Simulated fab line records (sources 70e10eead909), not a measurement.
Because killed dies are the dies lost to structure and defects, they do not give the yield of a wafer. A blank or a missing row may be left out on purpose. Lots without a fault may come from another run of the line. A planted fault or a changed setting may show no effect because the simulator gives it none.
Check for tools in common -- flow nand_harc -- 33 wafers sampled across 11 lots

## WHY THIS WAS OPENED
Flagged at NHARC_A_SIN_REMOVE_INSPECT_04: reading raw_defect_count, on 2 of 11 lots. Fault-free wafers read 390, with a standard deviation of 73.
Rule: a lot gets a flag if all its wafers with a number sit over 4 standard deviations from that mean, or if no wafer of it has a number. All remaining lots are regarded as sound.

lot,measured,on,"raw_defect_count, wafer by wafer",flag
L461,day 20 10:52,defect_inspect-01,263 403 368,
L465,day 22 22:17,defect_inspect-01,417 506 516,
L469,day 23 04:52,defect_inspect-02,337 365 435,
L468,day 23 09:32,defect_inspect-02,1368 1454 1374,FLAGGED
L470,day 24 03:02,defect_inspect-02,1362 1344 1384,FLAGGED
L477,day 26 23:16,defect_inspect-02,288 344 325,
L479,day 27 22:28,defect_inspect-02,397 325 394,
L480,day 28 15:25,defect_inspect-01,368 278 378,
L481,day 28 18:25,defect_inspect-01,304 353 392,
L483,day 29 18:51,defect_inspect-02,371 403 307,
L484,day 30 00:40,defect_inspect-01,452 379 346,
Average over the flagged lots: 1381; offset from the usual +991, equal to +14 standard deviations.

## LOT BY LOT: THE TOOL USED
3 process steps preceding the reading are held in the record, out of 1302 steps in the route. Read each cell as the tool, then ch plus the chambers that the sampled wafers visited, then the start.
lot,flag,NHARC_A_SGD_CUT_STRIP_28,NHARC_A_SLIT_DESCUM_14,NHARC_A_SLIT_PRECLEAN_19
L461,,"rie_diel-10 ch 1,3, day 19 21:58 or earlier","rie_diel-11 ch 0,2,3, day 19 21:58","wet_bench-09 ch 4,6,7, day 20 04:08"
L465,,"rie_diel-13 ch 0,1, day 22 08:45 or earlier","rie_diel-03 ch 1,2, day 22 08:45","wet_bench-02 ch 1,2,3, day 22 15:34"
L469,,"rie_diel-13 ch 1,3, day 22 15:56 or earlier","rie_diel-11 ch 1,2,3, day 22 15:56","wet_bench-02 ch 2,3,4, day 22 22:03"
L468,FLAGGED,"rie_diel-10 ch 0,3, day 22 18:52 or earlier","rie_diel-11 ch 1,3, day 22 18:52","wet_bench-02 ch 0,4,7, day 23 01:50"
L470,FLAGGED,"rie_diel-13 ch 0,1,2, day 23 14:07 or earlier","rie_diel-11 ch 0,3, day 23 14:07","wet_bench-02 ch 1,3,6, day 23 20:19"
L477,,"rie_diel-07 ch 1,2,3, day 26 10:20 or earlier","rie_diel-03 ch 0,2,3, day 26 10:20","wet_bench-02 ch 2,3,5, day 26 16:31"
L479,,"rie_diel-10 ch 0,1,3, day 27 03:27","rie_diel-04 ch 0,1,3, day 27 10:35","wet_bench-02 ch 3,4,5, day 27 16:44"
L480,,"rie_diel-10 ch 0,3, day 28 02:28 or earlier","rie_diel-03 ch 0,1,3, day 28 02:28","wet_bench-03 ch 3,4,5, day 28 08:37"
L481,,"rie_diel-07 ch 2,3, day 28 02:38 or earlier","rie_diel-11 ch 1,2, day 28 02:38","wet_bench-02 ch 2,6,7, day 28 11:40"
L483,,"rie_diel-07 ch 2,3, day 28 20:53 or earlier","rie_diel-04 ch 0,2,3, day 28 20:53","wet_bench-09 ch 0,1,6, day 29 12:07"
L484,,"rie_diel-07 ch 1,2,3, day 29 10:08 or earlier","rie_diel-04 ch 0,1,3, day 29 10:08","wet_bench-02 ch 3,6,7, day 29 16:14"
What is done by these steps:
- NHARC_A_SGD_CUT_STRIP_28: strips in O2, time 20 s.
- NHARC_A_SLIT_DESCUM_14: chemistry O2, time 3 s.
- NHARC_A_SLIT_PRECLEAN_19: cleans in SC1.
- NHARC_A_SIN_REMOVE_INSPECT_04

## FLAGGED AGAINST TOTAL, ONE TOOL AT A TIME (gauges that did the reading follow at the end)
step,tool,lots run,flagged,share of the flagged lots,sound lots run after its first flagged lot
NHARC_A_SGD_CUT_STRIP_28,rie_diel-07,4,0,none,-
NHARC_A_SGD_CUT_STRIP_28,rie_diel-10,4,1,some,"2 (L479,L480)"
NHARC_A_SGD_CUT_STRIP_28,rie_diel-13,3,1,some,0
NHARC_A_SLIT_DESCUM_14,rie_diel-03,3,0,none,-
NHARC_A_SLIT_DESCUM_14,rie_diel-04,3,0,none,-
NHARC_A_SLIT_DESCUM_14,rie_diel-11,5,2,all,1 (L481)
NHARC_A_SLIT_PRECLEAN_19,wet_bench-02,8,2,all,"4 (L477,L479,L481,L484)"
NHARC_A_SLIT_PRECLEAN_19,wet_bench-03,1,0,none,-
NHARC_A_SLIT_PRECLEAN_19,wet_bench-09,2,0,none,-
NHARC_A_SIN_REMOVE_INSPECT_04,defect_inspect-01,5,0,none,-
NHARC_A_SIN_REMOVE_INSPECT_04,defect_inspect-02,6,2,all,"3 (L477,L479,L483)"
Because NHARC_A_SGD_CUT_STRIP_28 lacks a start for some lots, the hours and order of its lots are taken from NHARC_A_SLIT_DESCUM_14.

## WHAT THE TABLE ALLOWS
In the table, 3 rows ran each flagged lot (rie_diel-11 at NHARC_A_SLIT_DESCUM_14; wet_bench-02 at NHARC_A_SLIT_PRECLEAN_19; defect_inspect-02 at NHARC_A_SIN_REMOVE_INSPECT_04).
- rie_diel-11 at NHARC_A_SLIT_DESCUM_14 ran 5 lots, 2 of them flagged. Sound lots followed the first flagged one (L481) on it, something a lasting fault affecting the whole tool could not allow.
- wet_bench-02 at NHARC_A_SLIT_PRECLEAN_19 ran 8 lots, 2 of them flagged. Sound lots followed the first flagged one (L477, L479, L481, L484) on it, something a lasting fault affecting the whole tool could not allow.
- defect_inspect-02 at NHARC_A_SIN_REMOVE_INSPECT_04 ran 6 lots, 2 of them flagged. Sound lots followed the first flagged one (L477, L479, L483) on it, something a lasting fault affecting the whole tool could not allow.
None of the table's rows ran every flagged lot and, after the first, no sound lot.

## WHAT THE SIMULATOR HAD PUT IN
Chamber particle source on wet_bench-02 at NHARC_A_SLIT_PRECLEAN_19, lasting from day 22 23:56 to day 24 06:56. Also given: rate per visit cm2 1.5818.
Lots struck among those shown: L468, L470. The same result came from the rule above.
